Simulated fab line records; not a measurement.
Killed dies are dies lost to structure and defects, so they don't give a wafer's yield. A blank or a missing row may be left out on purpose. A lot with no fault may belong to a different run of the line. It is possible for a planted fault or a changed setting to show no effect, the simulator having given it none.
Comparing a struck lot with a sound one :: flow nandHarc :: 15 steps out of a route of 1159
Sound: the wafers L569.4, L569.5, L569.6. Struck: wafers L587.1, L587.4, L587.5. At the end, the cause is stated.
Per side, at each step with rows, come the tool, then ch with its chambers, and then its first start. Under that, the readings that differ: sound wafers :: struck wafers :: difference of the means :: sigmas: that difference in standard deviations of wafers without a fault.
alike: a reading whose means differ by less than 2 such deviations, as well as words and numbers matching on both sides. not compared: withheld readings; readings where some wafer has no value; bounds like >300 that might hide an equal value; numbers whose values overlap and for which the record gives no deviation.
The two part at a step that has a row with sigmas, a row that says differs or no value, or rows on one side only. Numbers that have no deviation but don't overlap get no sigmas and don't part them. A reading missing from all wafers of one side parts the sides only when that side holds two or more wafers.

first, 1 step without rows for these wafers: NHARC_A_CONTACT_DEVELOP_07 (develop time 35 s).
NHARC_A_CONTACT_CD_MEAS_08 targets a cd of 100 nm.
  sound on cdSem-03 ch 0, day 17 05:08; struck on cdSem-02 ch 0, day 21 14:47
  alike: cdNm
NHARC_A_CONTACT_OVL_MEAS_09:
  sound on overlay-02 at day 17 05:13; struck on overlay-02 at day 21 14:53
reading: overlayXNm (nm)
sound: -1.3 -1.0 -0.8
struck: 1.3 1.6 1.5
difference: +2.5
sigmas: +2
  alike: overlayYNm
NHARC_A_CONTACT_INSPECT_10:
  sound on defectInspect-01 at day 17 05:15; struck on defectInspect-01 at day 21 14:56
  alike: rawDefectCount
then, 1 step without rows for these wafers: NHARC_A_CONTACT_DESCUM_13 (chemistry O2, time 3 s).
NHARC_A_CONTACT_ETCH_88: etches the open film in CF4, target depth 39 nm, time 65 s.
  sound on rieDiel-05 ch 2,3, day 17 05:23; struck on rieDiel-03 ch 0,2,3, day 21 15:05
  alike: biasW, cf4FlowSccm, drypumpMotorCurrentA, oesProductAu, rfFwdPowerW, rfVppV, showerheadPlenumPTorr, throttleValvePct
  not compared: rfHoursCounterH
NHARC_A_CONTACT_ETCH_89: etches the open film in N2/H2, target depth 260 nm, time 475.3 s.
  sound on rieDiel-05 ch 2,3; struck on rieDiel-03 ch 0,1
reading: oesProductAu (a.u.)
sound: 1.014 1.019 0.998
struck: 0.980 0.987 0.982
difference: -0.027
sigmas: -2
  alike: biasW, chamberPressureMTorr, drypumpMotorCurrentA, rfFwdPowerW, rfVppV, showerheadPlenumPTorr, throttleValvePct
  not compared: rfHoursCounterH
then, 1 step without rows for these wafers: NHARC_A_CONTACT_ETCH_30 (etches the open film in CF4/CHF3, target depth 60.5 nm, time 30.2 s).
NHARC_A_CONTACT_ETCH_31: etches the open film in O2/COS, target depth 2000 nm, time 520 s.
  sound on rieDiel-05 ch 0,1,2; struck on rieDiel-03 ch 1,2,3
reading: throttleValvePct (%)
sound: 28.340 28.340 28.337
struck: 28.322 28.320 28.316
difference: -0.020
sigmas: -2
  alike: biasW, chamberPressureMTorr, drypumpMotorCurrentA, oesProductAu, rfFwdPowerW, rfVppV, showerheadPlenumPTorr
  not compared: rfHoursCounterH
then, 1 step without rows for these wafers: NHARC_A_CONTACT_ETCH_134 (etches the open film in C4F8/O2/Ar, time 140 s, target depth 700 nm).
NHARC_A_CONTACT_ETCH_135: etches the open film in C4F8/O2/Ar, time 132 s, target depth 1287 nm.
  sound on harCapEtch-01 ch 0,1, day 17 06:34; struck on harCapEtch-02 ch 0,1, day 21 16:12
  alike: chamberPressureMTorr, oesAirLineAu
  not compared: rfHoursCounterH
then, 1 step without rows for these wafers: NHARC_A_CONTACT_ETCH_136 (etches the open film in C4F8/O2/Ar, time 132 s, target depth 1287 nm).
NHARC_A_CONTACT_ETCH_137: etches the open film in C4F8/O2/Ar, time 132 s, target depth 1287 nm.
  sound on harCapEtch-01 ch 0,1, day 17 06:49; struck on harCapEtch-02 ch 0,1, day 21 16:26
  no value came back on the struck wafers for chamberPressureMTorr (mTorr), oesAirLineAu (a.u.); on the sound wafers chamberPressureMTorr (mTorr) reads 19.995 20.017 20.023
  not compared: rfHoursCounterH
NHARC_A_CONTACT_ETCH_138: etches the open film in C4F8/O2/Ar, time 132 s, target depth 1289 nm.
  sound on harCapEtch-01 ch 0,1, day 17 06:56; struck on harCapEtch-02 ch 0,1, day 21 16:34
  alike: chamberPressureMTorr, oesAirLineAu
  not compared: rfHoursCounterH
-- the record jumps here: 3 days lie between the struck wafers' starts before and after (it left off in module A_CONTACT and takes up again in module END, whose first step shown is number 1159 of the route) --
NHARC_END_SORT_01:
  sound on prober-01 ch 0, day 19 13:42; struck on prober-01 ch 0, day 24 07:29
reading: killedAtArray
sound: 31 33 29
struck: 675 675 674
difference: +644
sigmas: +70

reading: killedDies
sound: 34 34 30
struck: 677 677 677
difference: +644
sigmas: +67
  alike: killedAtOther, killedAtPeriphery, killedOpen, killedShort

## WHERE THEY PART
First at NHARC_A_CONTACT_OVL_MEAS_09; last, within this record, at NHARC_END_SORT_01.

WHY: the cause the simulator had injected
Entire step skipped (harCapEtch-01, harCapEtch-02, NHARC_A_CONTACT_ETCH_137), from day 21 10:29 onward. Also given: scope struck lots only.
